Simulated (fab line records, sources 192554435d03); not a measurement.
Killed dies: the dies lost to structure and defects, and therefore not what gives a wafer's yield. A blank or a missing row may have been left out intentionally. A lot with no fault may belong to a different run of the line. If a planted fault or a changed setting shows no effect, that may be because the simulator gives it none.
Chamber matching / flow n5_finfet / N5_DUMMY_REMOVAL_HM_STRIP_01 on rie_diel-06 has 4 sister chambers
The step strips SiNx in CH3F/O2, stops on poly-Si, target depth 4 nm, time 6.8 s. 18 wafers are shown with their chamber, then 9 later ones without.

== EACH WAFER AND ITS CHAMBER ==
wafer=L074.1; chamber=2; showerhead_plenum_p_Torr (Torr)=1.92; drypump_motor_current_A (A)=6.7; throttle_valve_pct (%)=16.51
wafer=L074.2; chamber=0; showerhead_plenum_p_Torr (Torr)=2.06; drypump_motor_current_A (A)=6.5; throttle_valve_pct (%)=16.02
wafer=L074.6; chamber=1; showerhead_plenum_p_Torr (Torr)=1.93; drypump_motor_current_A (A)=5.8; throttle_valve_pct (%)=16.00
wafer=L082.1; chamber=0; showerhead_plenum_p_Torr (Torr)=2.05; drypump_motor_current_A (A)=6.4; throttle_valve_pct (%)=16.04
wafer=L082.2; chamber=2; showerhead_plenum_p_Torr (Torr)=1.91; drypump_motor_current_A (A)=6.7; throttle_valve_pct (%)=16.55
wafer=L082.4; chamber=1; showerhead_plenum_p_Torr (Torr)=1.92; drypump_motor_current_A (A)=5.7; throttle_valve_pct (%)=16.02
wafer=L083.1; chamber=2; showerhead_plenum_p_Torr (Torr)=1.91; drypump_motor_current_A (A)=6.7; throttle_valve_pct (%)=16.56
wafer=L083.4; chamber=0; showerhead_plenum_p_Torr (Torr)=2.06; drypump_motor_current_A (A)=6.5; throttle_valve_pct (%)=16.04
wafer=L083.5; chamber=2; showerhead_plenum_p_Torr (Torr)=1.91; drypump_motor_current_A (A)=6.7; throttle_valve_pct (%)=16.56
wafer=L089.2; chamber=0; showerhead_plenum_p_Torr (Torr)=2.05; drypump_motor_current_A (A)=6.4; throttle_valve_pct (%)=16.05
wafer=L089.4; chamber=3; showerhead_plenum_p_Torr (Torr)=2.08; drypump_motor_current_A (A)=5.6; throttle_valve_pct (%)=16.51
wafer=L089.5; chamber=2; showerhead_plenum_p_Torr (Torr)=1.91; drypump_motor_current_A (A)=6.7; throttle_valve_pct (%)=16.57
wafer=L090.1; chamber=2; showerhead_plenum_p_Torr (Torr)=1.91; drypump_motor_current_A (A)=6.7; throttle_valve_pct (%)=16.58
wafer=L090.2; chamber=1; showerhead_plenum_p_Torr (Torr)=1.92; drypump_motor_current_A (A)=5.8; throttle_valve_pct (%)=16.06
wafer=L090.4; chamber=0; showerhead_plenum_p_Torr (Torr)=2.05; drypump_motor_current_A (A)=6.4; throttle_valve_pct (%)=16.07
wafer=L092.1; chamber=2; showerhead_plenum_p_Torr (Torr)=1.91; drypump_motor_current_A (A)=6.7; throttle_valve_pct (%)=16.57
wafer=L092.2; chamber=0; showerhead_plenum_p_Torr (Torr)=2.05; drypump_motor_current_A (A)=6.4; throttle_valve_pct (%)=16.06
wafer=L092.3; chamber=1; showerhead_plenum_p_Torr (Torr)=1.92; drypump_motor_current_A (A)=5.8; throttle_valve_pct (%)=16.05

SIGNATURES, as means of the wafers listed above
reading=showerhead_plenum_p_Torr; chamber 0=2.0533; chamber 1=1.9225; chamber 2=1.9114; chamber 3=2.0800; scatter within a chamber=0.00458
reading=drypump_motor_current_A; chamber 0=6.433; chamber 1=5.775; chamber 2=6.700; chamber 3=5.600; scatter within a chamber=0.0386
reading=throttle_valve_pct; chamber 0=16.0467; chamber 1=16.0325; chamber 2=16.5571; chamber 3=16.5100; scatter within a chamber=0.0223
Rule: a wafer's distance from a chamber is the root of the sum, over the readings, of the square of ((its reading less the chamber's mean) divided by the reading's scatter). If the next closest chamber is less than 2 further off than the closest, the wafer can't be placed; otherwise it belongs to the closest. The scatter is the square root of a quotient: the sum, over the shown wafers, of each reading's squared deviation from its chamber's mean, divided by wafers minus chambers.

== WAFERS WITH NO CHAMBER GIVEN ==
wafer=L094.2; showerhead_plenum_p_Torr (Torr)=2.05; drypump_motor_current_A (A)=6.5; throttle_valve_pct (%)=16.07
wafer=L094.3; showerhead_plenum_p_Torr (Torr)=2.08; drypump_motor_current_A (A)=5.6; throttle_valve_pct (%)=16.52
wafer=L094.4; showerhead_plenum_p_Torr (Torr)=1.90; drypump_motor_current_A (A)=6.8; throttle_valve_pct (%)=16.59
wafer=L096.2; showerhead_plenum_p_Torr (Torr)=1.90; drypump_motor_current_A (A)=6.7; throttle_valve_pct (%)=16.61
wafer=L096.3; showerhead_plenum_p_Torr (Torr)=2.08; drypump_motor_current_A (A)=5.5; throttle_valve_pct (%)=16.54
wafer=L096.5; showerhead_plenum_p_Torr (Torr)=1.90; drypump_motor_current_A (A)=6.7; throttle_valve_pct (%)=16.58
wafer=L097.2; showerhead_plenum_p_Torr (Torr)=2.08; drypump_motor_current_A (A)=5.6; throttle_valve_pct (%)=16.53
wafer=L097.4; showerhead_plenum_p_Torr (Torr)=1.90; drypump_motor_current_A (A)=6.7; throttle_valve_pct (%)=16.60
wafer=L097.6; showerhead_plenum_p_Torr (Torr)=1.91; drypump_motor_current_A (A)=5.8; throttle_valve_pct (%)=16.08

== THE CHAMBER EACH PASSED THROUGH ==
wafer=L094.2; from the rows above=0; in truth=0
wafer=L094.3; from the rows above=3; in truth=3
wafer=L094.4; from the rows above=2; in truth=2
wafer=L096.2; from the rows above=2; in truth=2
wafer=L096.3; from the rows above=3; in truth=3
wafer=L096.5; from the rows above=2; in truth=2
wafer=L097.2; from the rows above=3; in truth=3
wafer=L097.4; from the rows above=2; in truth=2
wafer=L097.6; from the rows above=1; in truth=1
9 of 9 placed correctly. From these rows, 0 cannot be placed. Number placed wrongly: 0.
